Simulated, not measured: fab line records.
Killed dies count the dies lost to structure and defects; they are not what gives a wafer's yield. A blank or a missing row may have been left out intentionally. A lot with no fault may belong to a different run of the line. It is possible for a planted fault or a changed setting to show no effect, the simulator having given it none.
fab line records	flow n5_finfet
[record] lots = 6	wafers = 18	last_day = 17
route steps=1938 shown BEOL_M1@808 BEOL_M4@1111 PASSIVATION@1936
lots with no fault: from the same line, run without faults
start_h: hours from the record's first day to the start of the lot's first wafer shown	wait_h: time in hours since the lot's previous step	" unchanged from the row above	L1.1+2: a row that stands for several wafers	- no value, or no start was given	* or withheld: withheld	< > ~ a bound
route shown NAME@n: a module of which the file shows steps, and the number in the route of the first	usual: mean/standard deviation of fault-free wafers	same: alike in all rows	chamber/n: place in a boat	sites: readings site by site	_std_site: standard deviation across them	_edge_site: the outer-site mean with the inner-site mean subtracted	radius_mm: for every site, how far away it sits from the centre of the wafer	mask NAME#n: copy n	behind: the last tool/chamber to shape the wafer	hold: the reason the lot was held/the length of the hold in hours/how it ended	device: names the non-switching transistor (n, p or np)	end of line: the route-end tests of the same wafers	a step without rows: its recipe alone	killed: count of dies lost to structure and defects at first sort (not the wafer's yield)	map: per-die view of a wafer (x killed, . not killed, _ where there is no die)
set.NAME: the setting that was run; set.NAME@STEP: the one run at that earlier step	model.NAME: the simulator's own value behind a step, which no gauge read
lots at selected steps of the route; one table per step, one row per wafer
services: from which hour (start_h, from the record's first day; less than 0 if before it) a tool's chamber was out of use, for how many hours, and why
[[steps]]
[step N5_BEOL_M1_CD_MEAS_35]
[recipe] target_cd_nm = 18	target_cd_y_nm = 21	polarity = opening
[usual] cd_nm = 18.0/0.44
lot.wafer	tool	chamber	start_h	wait_h	cd_nm
L400.3	cd_sem-01	-	143.97	0.0	18.1
L400.4	"	-	"	"	18.1
L400.6	"	-	"	"	17.7
L403.1	cd_sem-02	-	159.39	0.0	18.3
L403.3	"	-	"	"	18.2
L403.6	"	-	"	"	18.5
L404.1	cd_sem-03	-	168.49	0.0	17.5
L404.2	"	-	"	"	18.4
L404.3	"	-	"	"	18.5
L416.1	cd_sem-03	-	250.95	0.0	18.3
L416.2	"	-	"	"	18.0
L416.3	"	-	"	"	17.3
L419.1	cd_sem-02	-	260.95	0.0	17.5
L419.3	"	-	"	"	18.0
L419.6	"	-	"	"	17.6
L420.1	cd_sem-03	-	263.88	0.0	17.5
L420.3	"	-	"	"	17.9
L420.4	"	-	"	"	17.4
[step N5_BEOL_M1_DEGAS_44]
[recipe] ambient = vacuum	temp_c = 250	time_s = 60
[step N5_BEOL_M1_PRE_CLEAN_45]
[recipe] gas = H2/He	time_s = 30	temp_c = 250
[usual] heater_power_w = 329/35
lot.wafer	tool	chamber	start_h	wait_h	heater_power_w
L400.3	pvd_sputter-03	-	144.08	0.0	302
L400.4	"	-	"	"	326
L400.6	"	-	"	"	297
L403.1	pvd_sputter-03	-	159.54	0.0	318
L403.3	"	-	"	"	329
L403.6	"	-	"	"	285
L404.1	pvd_sputter-02	-	170.83	0.0	342
L404.2	"	-	"	"	340
L404.3	"	-	"	"	310
L416.1	pvd_sputter-02	-	251.46	0.0	334
L416.2	"	-	"	"	343
L416.3	"	-	"	"	315
L419.1	pvd_sputter-03	-	261.30	0.0	289
L419.3	"	-	"	"	305
L419.6	"	-	"	"	321
L420.1	pvd_sputter-03	-	264.20	0.0	321
L420.3	"	-	"	"	332
L420.4	"	-	"	"	282
[step N5_BEOL_M1_ALD_84]
[recipe] material = TaN	target_thk_a = *	temp_c = 275	ald_precursor_family = PDMAT	ald_co_reactant = NH3	pressure_torr = 3	carrier_flow_sccm = 1500	pulse_time_s = 2	purge_time_s = 3	co_reactant_purge_time_s = 2	co_reactant_pulse_time_s = 3	ald_cycles = 30	precursor_vessel_temp_c = 75	precursor_vessel_pressure_torr = 26.25	precursor_vessel_carrier_sccm = 1000
[usual] heater_power_w = 396/34
lot.wafer	tool	chamber	start_h	wait_h	heater_power_w
L400.3	ald_metal-02	1	144.14	0.0	365
L400.4	"	0	"	"	378
L400.6	"	1	"	"	364
L403.1	ald_metal-03	2	159.60	0.0	359
L403.3	"	1	"	"	378
L403.6	"	2	"	"	363
L404.1	ald_metal-02	1	170.96	0.1	354
L404.2	"	2	"	"	430
L404.3	"	0	"	"	369
L416.1	ald_metal-03	1	251.64	0.2	378
L416.2	"	2	"	"	369
L416.3	"	3	"	"	466
L419.1	ald_metal-02	0	261.36	0.0	379
L419.3	"	2	"	"	435
L419.6	"	0	"	"	379
L420.1	ald_metal-02	0	264.26	0.0	384
L420.3	"	2	"	"	439
L420.4	"	3	"	"	389
[step N5_BEOL_M1_SURFACE_TREAT_85]
[recipe] gas = Ar	time_s = *	ion_energy_ev = *	ion_current_ma_cm2 = 0.5	pressure_mtorr = *	ar_flow_sccm = 30
[usual] throttle_valve_pct = *
lot.wafer	tool	chamber	start_h	wait_h	throttle_valve_pct
L400.3	pvd_sputter-01	-	144.38	0.1	*
L400.4	"	-	"	"	*
L400.6	"	-	"	"	*
L403.1	pvd_sputter-03	-	159.84	0.1	*
L403.3	"	-	"	"	*
L403.6	"	-	"	"	*
L404.1	pvd_sputter-02	-	171.19	0.1	*
L404.2	"	-	"	"	*
L404.3	"	-	"	"	*
L416.1	pvd_sputter-02	-	251.96	0.2	*
L416.2	"	-	"	"	*
L416.3	"	-	"	"	*
L419.1	pvd_sputter-01	-	261.61	0.1	*
L419.3	"	-	"	"	*
L419.6	"	-	"	"	*
L420.1	pvd_sputter-01	-	264.54	0.2	*
L420.3	"	-	"	"	*
L420.4	"	-	"	"	*
[step N5_BEOL_M1_CVD_47]
[recipe] material = Co	target_thk_a = 30	temp_c = withheld	precursor = CCTBA/H2	pressure_torr = 30	time_s = 223.8
[step N5_BEOL_M1_SPUTTER_48]
[recipe] material = Cu	target_thk_a = 45	temp_c = -20	chamber_pressure_pa = 0.07	power_w = withheld	time_s = 8.29
[step N5_BEOL_M1_ANNEAL_49]
[recipe] temp_c = 400	time_s = 240	ambient = vacuum
[step N5_BEOL_M1_SPUTTER_79]
[recipe] material = Cu	target_thk_a = 45	temp_c = -20	chamber_pressure_pa = 0.07	power_w = withheld	time_s = 8.29
[step N5_BEOL_M1_ANNEAL_80]
[recipe] temp_c = 400	time_s = 240	ambient = vacuum
[step N5_BEOL_M1_SPUTTER_81]
[recipe] material = Cu	target_thk_a = 45	temp_c = -20	chamber_pressure_pa = 0.07	power_w = withheld	time_s = 8.29
[step N5_BEOL_M1_ANNEAL_82]
[recipe] temp_c = 400	time_s = 240	ambient = vacuum
[usual] heater_power_w = 818/92
lot.wafer	tool	chamber	start_h	wait_h	heater_power_w
L400.3	pvd_sputter-01	-	145.21	0.0	755
L400.4	"	-	"	"	829
L400.6	"	-	"	"	672
L403.1	pvd_sputter-03	-	160.60	0.0	744
L403.3	"	-	"	"	689
L403.6	"	-	"	"	798
L404.1	pvd_sputter-01	-	171.96	0.0	693
L404.2	"	-	"	"	908
L404.3	"	-	"	"	840
L416.1	pvd_sputter-02	-	252.78	0.0	866
L416.2	"	-	"	"	852
L416.3	"	-	"	"	761
L419.1	pvd_sputter-01	-	262.50	0.0	763
L419.3	"	-	"	"	927
L419.6	"	-	"	"	925
L420.1	pvd_sputter-03	-	265.40	0.0	758
L420.3	"	-	"	"	795
L420.4	"	-	"	"	696
[step N5_BEOL_M1_SPUTTER_86]
[recipe] material = Cu	target_thk_a = 45	temp_c = -20	chamber_pressure_pa = 0.07	power_w = withheld	time_s = 8.29
[usual] chamber_pressure_pa = 0.06999/0.00015	chuck_gas_flow_sccm = 1.26/0.051	throttle_valve_pct = 30.0/1
lot.wafer	tool	chamber	start_h	wait_h	chamber_pressure_pa	chuck_gas_flow_sccm	throttle_valve_pct
L400.3	pvd_sputter-01	-	145.35	0.1	0.07006	1.28	30.7
L400.4	"	-	"	"	0.07014	1.23	27.4
L400.6	"	-	"	"	0.06994	1.30	29.9
L403.1	pvd_sputter-03	-	160.74	0.1	-	-	-
L403.3	"	-	"	"	-	-	-
L403.6	"	-	"	"	-	-	-
L404.1	pvd_sputter-01	-	172.10	0.1	-	-	-
L404.2	"	-	"	"	-	-	-
L404.3	"	-	"	"	-	-	-
L416.1	pvd_sputter-02	-	252.92	0.1	0.07022	1.30	30.4
L416.2	"	-	"	"	0.06985	1.33	30.7
L416.3	"	-	"	"	0.0698	1.28	30.2
L419.1	pvd_sputter-01	-	262.64	0.1	0.06989	1.28	30.4
L419.3	"	-	"	"	0.07003	1.24	30.5
L419.6	"	-	"	"	0.07004	1.23	30.7
L420.1	pvd_sputter-03	-	265.54	0.1	0.06981	1.40	30.4
L420.3	"	-	"	"	0.06978	1.28	31.3
L420.4	"	-	"	"	0.07005	1.29	29.8
[step N5_BEOL_M1_ANNEAL_87]
[recipe] temp_c = 400	time_s = 240	ambient = vacuum
[usual] heater_power_w = 819/90
lot.wafer	tool	chamber	start_h	wait_h	heater_power_w
L400.3	pvd_sputter-01	-	145.43	0.0	754
L400.4	"	-	"	"	845
L400.6	"	-	"	"	692
L403.1	pvd_sputter-03	-	160.82	0.0	759
L403.3	"	-	"	"	693
L403.6	"	-	"	"	821
L404.1	pvd_sputter-01	-	172.18	0.0	705
L404.2	"	-	"	"	923
L404.3	"	-	"	"	837
L416.1	pvd_sputter-02	-	253.00	0.0	882
L416.2	"	-	"	"	841
L416.3	"	-	"	"	762
L419.1	pvd_sputter-01	-	262.72	0.0	750
L419.3	"	-	"	"	920
L419.6	"	-	"	"	904
L420.1	pvd_sputter-03	-	265.62	0.0	758
L420.3	"	-	"	"	811
L420.4	"	-	"	"	734
[step N5_BEOL_M4_RC_MEAS_101]
[usual] DIBL_N = 37.5/1.9	DIBL_P = 37.3/2.4	IOFF_N = 0.18/0.038	IOFF_P = 0.23/0.045	ION_N = 677/11	ION_P = 464/8.1	SS_N = 72.0/0.68	SS_P = 73.5/0.77	VT_N = 249/3.3	VT_P = -249/3.6
lot.wafer	tool	chamber	start_h	wait_h	DIBL_N[mV/V]	DIBL_P[mV/V]	IOFF_N[nA/um]	IOFF_P[nA/um]	ION_N[uA/um]	ION_P[uA/um]	SS_N[mV/dec]	SS_P[mV/dec]	VT_N[mV]	VT_P[mV]
L400.3	prober-01	0	185.57	0.3	36.1	36.3	0.18	0.20	666	455	72.6	72.7	250	-251
L400.4	"	0	"	"	37.6	37.5	0.22	0.22	671	459	73.0	73.3	250	-250
L400.6	"	0	"	"	37.3	37.5	0.22	0.22	675	458	72.8	73.1	248	-251
L403.1	prober-01	0	192.86	0.0	32.4	31.8	0.09	0.13	658	455	70.8	72.0	258	-256
L403.3	"	0	"	"	35.6	36.2	0.14	0.17	677	449	71.6	73.2	253	-258
L403.6	"	0	"	"	39.0	38.2	0.21	0.18	686	452	72.7	74.0	249	-257
L404.1	prober-01	0	211.75	0.0	36.8	35.2	0.16	0.23	677	465	71.8	74.2	247	-243
L404.2	"	0	"	"	35.2	34.1	0.15	0.23	684	481	70.7	73.5	247	-245
L404.3	"	0	"	"	39.6	37.9	0.23	0.29	691	470	72.8	73.5	245	-245
L416.1	prober-02	0	283.07	0.0	36.5	36.2	0.15	0.20	681	464	70.6	72.8	249	-252
L416.2	"	0	"	"	37.8	36.7	0.16	0.20	679	462	72.3	72.4	250	-251
L416.3	"	0	"	"	38.7	37.4	0.18	0.22	675	463	72.7	73.2	248	-250
L419.1	prober-02	0	300.23	0.0	35.0	34.4	0.13	0.17	669	457	71.8	72.3	257	-253
L419.3	"	0	"	"	34.7	34.7	0.13	0.19	652	452	71.9	72.2	253	-251
L419.6	"	0	"	"	36.7	38.3	0.16	0.22	681	466	71.7	73.1	252	-250
L420.1	prober-02	0	307.83	0.0	38.2	37.7	0.18	0.24	672	461	71.5	73.0	250	-248
L420.3	"	0	"	"	39.7	39.7	0.22	0.29	684	474	72.2	74.1	246	-245
L420.4	"	0	"	"	36.5	34.3	0.14	0.19	650	451	71.6	72.7	254	-252
[step N5_PASSIVATION_PROBE_49]
[usual] defect_limited_yield = 91.2/1.5	killed_at_M0_to_M3 = 31/10	killed_at_M4_up = 15/5.9	killed_at_contacts = 13/6	killed_at_front_end = 41/11	killed_at_other = 4/3.1	killed_dies = 104/18	killed_open = 68/13	killed_short = 33/8.1	sort_bin_5_function = 5.1/1.1	sort_bin_6_memory = 3.2/0.69	sort_n_pass = 1076/18	sort_yield_pct = 91.2/1.5
[same] gross_dies = 1180	killed_at_back_side = 0	sort_bin_4_leakage[%] = 0	sort_bin_8_speed[%] = 0
lot.wafer	tool	chamber	start_h	wait_h	defect_limited_yield[%]	killed_at_M0_to_M3	killed_at_M4_up	killed_at_contacts	killed_at_front_end	killed_at_other	killed_dies	killed_open	killed_short	sort_bin_5_function[%]	sort_bin_6_memory[%]	sort_n_pass	sort_yield_pct[%]
L403.1	prober-01	-	291.07	0.0	89.2	61	11	12	38	6	128	71	39	5.8	3.5	1052	89.2
L403.3	prober-01	-	291.17	0.1	89.3	59	15	12	30	10	126	69	45	6.1	4.0	1054	89.3
L403.6	prober-01	-	291.32	0.3	91.3	45	13	10	32	3	103	60	37	4.7	3.4	1077	91.3
L400.3	prober-01	-	292.32	0.1	88.3	31	17	5	82	3	138	83	54	7.7	3.6	1042	88.3
L400.4	prober-01	-	292.37	0.2	88.9	48	28	20	35	0	131	91	40	6.2	4.4	1049	88.9
L400.6	prober-01	-	292.47	0.3	90.3	29	27	7	45	7	115	75	39	5.4	4.1	1065	90.3
L404.1	prober-02	-	316.11	0.0	90.5	33	20	16	37	6	112	75	25	5.8	3.6	1068	90.5
L404.2	prober-02	-	316.16	0.1	92.0	34	6	9	39	6	94	45	39	5.3	2.4	1086	92.0
L404.3	prober-02	-	316.21	0.1	90.2	38	13	12	46	7	116	63	37	6.1	2.7	1064	90.2
L419.1	prober-02	-	401.08	0.0	87.2	73	12	14	49	3	151	102	49	7.1	5.3	1029	87.2
L419.3	prober-02	-	401.18	0.1	89.5	36	14	14	58	2	124	74	50	5.8	4.3	1056	89.5
L419.6	prober-02	-	401.33	0.3	86.9	57	18	21	54	4	154	110	44	8.0	4.4	1026	86.9
// killed by level:class
L403.1 BEOL_M0_SAQP:geometric_particle:short=14 HKMG_FIN:area_etch=14 BEOL_M3:geometric_particle:open=10 BEOL_M0:geometric_particle:open=9 MOL_CONTACT_COAG:geometric_particle:open=8 STI_FIN_REVEAL:geometric_particle:open=7 BEOL_M0_SAQP:geometric_particle:open=7 BEOL_M2:geometric_particle:open=5
L403.3 BEOL_M0_SAQP:geometric_particle:open=12 BEOL_M0_SAQP:geometric_particle:short=12 BEOL_M1:interface_void_opened=10 MOL_CONTACT_COAG:geometric_particle:open=8 BEOL_M3:geometric_particle:open=8 BEOL_M4:geometric_particle:open=7 BEOL_M1:geometric_particle:open=6 BEOL_M3:geometric_particle:short=6
L403.6 BEOL_M0_SAQP:geometric_particle:short=10 BEOL_M0_SAQP:geometric_particle:open=8 STI_FIN_REVEAL:geometric_particle:open=7 MOL_CONTACT_COAG:geometric_particle:open=7 BEOL_M3:geometric_particle:open=7 BEOL_M2:geometric_particle:open=6 FIN_SAQP:geometric_particle:short=4 GATE_CUT:geometric_particle:short=4
L400.3 STI_FIN_REVEAL:geometric_particle:open=29 FIN_SAQP:geometric_particle:short=12 BEOL_M4:geometric_particle:open=10 FIN_SAQP:geometric_particle:open=8 BEOL_M0_SAQP:geometric_particle:short=8 STI_FIN_REVEAL:geometric_particle:short=7 STARTING-WAFER:geometric_particle:open=7 ILD0:geometric_particle:short=7
L400.4 BEOL_M0_SAQP:geometric_particle:open=24 MOL_CONTACT_COAG:geometric_particle:open=16 BEOL_M4:geometric_particle:open=16 STI_FIN_REVEAL:geometric_particle:open=14 BEOL_M0_SAQP:geometric_particle:short=14 GATE_CUT:geometric_particle:short=5 STI_FIN_REVEAL:geometric_particle:short=4 MOL_CONTACT_COAG:geometric_particle:short=4
L400.6 STI_FIN_REVEAL:geometric_particle:open=18 BEOL_M4:geometric_particle:open=17 FIN_SAQP:geometric_particle:short=12 BEOL_M0_SAQP:geometric_particle:short=8 BEOL_M0_SAQP:geometric_particle:open=8 BEOL_M2:geometric_particle:open=7 MOL_CONTACT_COAG:geometric_particle:open=6 BEOL_M3:geometric_particle:open=5
L404.1 MOL_CONTACT_COAG:geometric_particle:open=12 BEOL_M4:geometric_particle:open=9 DUMMY_GATE:geometric_particle:open=8 BEOL_M1:interface_void_opened=8 BEOL_M0:geometric_particle:open=7 FIN_SAQP:geometric_particle:open=6 STI_FIN_REVEAL:geometric_particle:open=5 BEOL_M1:geometric_particle:open=5
L404.2 FIN_SAQP:geometric_particle:short=10 FIN_SAQP:geometric_particle:open=9 BEOL_M3:geometric_particle:open=9 BEOL_M1:interface_void_opened=9 GATE_CUT:geometric_particle:short=6 MOL_CONTACT_COAG:geometric_particle:open=6 BEOL_M0:geometric_particle:open=5 BEOL_M4:geometric_particle:short=4
L404.3 HKMG_FIN:area_etch=9 MOL_CONTACT_COAG:geometric_particle:open=8 BEOL_M2:geometric_particle:open=7 BEOL_M3:geometric_particle:open=6 BEOL_M1:interface_void_opened=6 STI_FIN_REVEAL:geometric_particle:open=5 BEOL_M0:geometric_particle:open=5 FIN_SAQP:geometric_particle:short=4
L419.1 BEOL_M0_SAQP:geometric_particle:open=21 STI_FIN_REVEAL:geometric_particle:open=15 BEOL_M0_SAQP:geometric_particle:short=14 MOL_CONTACT_COAG:geometric_particle:open=11 BEOL_M2:geometric_particle:open=11 BEOL_M3:geometric_particle:open=11 GATE_CUT:geometric_particle:short=9 BEOL_M4:geometric_particle:open=8
L419.3 STI_FIN_REVEAL:geometric_particle:open=21 FIN_SAQP:geometric_particle:short=16 MOL_CONTACT_COAG:geometric_particle:open=11 BEOL_M0_SAQP:geometric_particle:short=11 BEOL_M0_SAQP:geometric_particle:open=9 BEOL_M4:geometric_particle:open=9 BEOL_M3:geometric_particle:open=6 GATE_CUT:geometric_particle:short=5
L419.6 MOL_CONTACT_COAG:geometric_particle:open=19 STI_FIN_REVEAL:geometric_particle:open=17 BEOL_M0_SAQP:geometric_particle:open=16 BEOL_M2:geometric_particle:open=14 BEOL_M0_SAQP:geometric_particle:short=12 BEOL_M4:geometric_particle:open=11 FIN_SAQP:geometric_particle:short=9 ILD0:geometric_particle:open=5
[[services]]
tool	chamber	start_h	hours	kind
ald_metal-03	3	155.44	14.9	repair
[[key]]
[first_sign] step = N5_BEOL_M1_SPUTTER_86	reading = tool_record	direction = missing
effect none on later readings
met_at N5_BEOL_M1_SPUTTER_86
struck_wafers L403.1,L403.3,L403.6,L404.1,L404.2,L404.3
[baseline_loss] step = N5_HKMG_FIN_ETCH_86	wafers = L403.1
onset_between 145.35 160.74
[fault] kind = skipped_step_whole	tool = pvd_sputter-01,pvd_sputter-03	chamber = -	onset_h = 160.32	steps = N5_BEOL_M1_SPUTTER_86	scope = struck_lots_only
// baseline_loss: these wafers lose ten dies or more at that step, a loss of the line's own and not of a fault; the sort's usual values leave them out
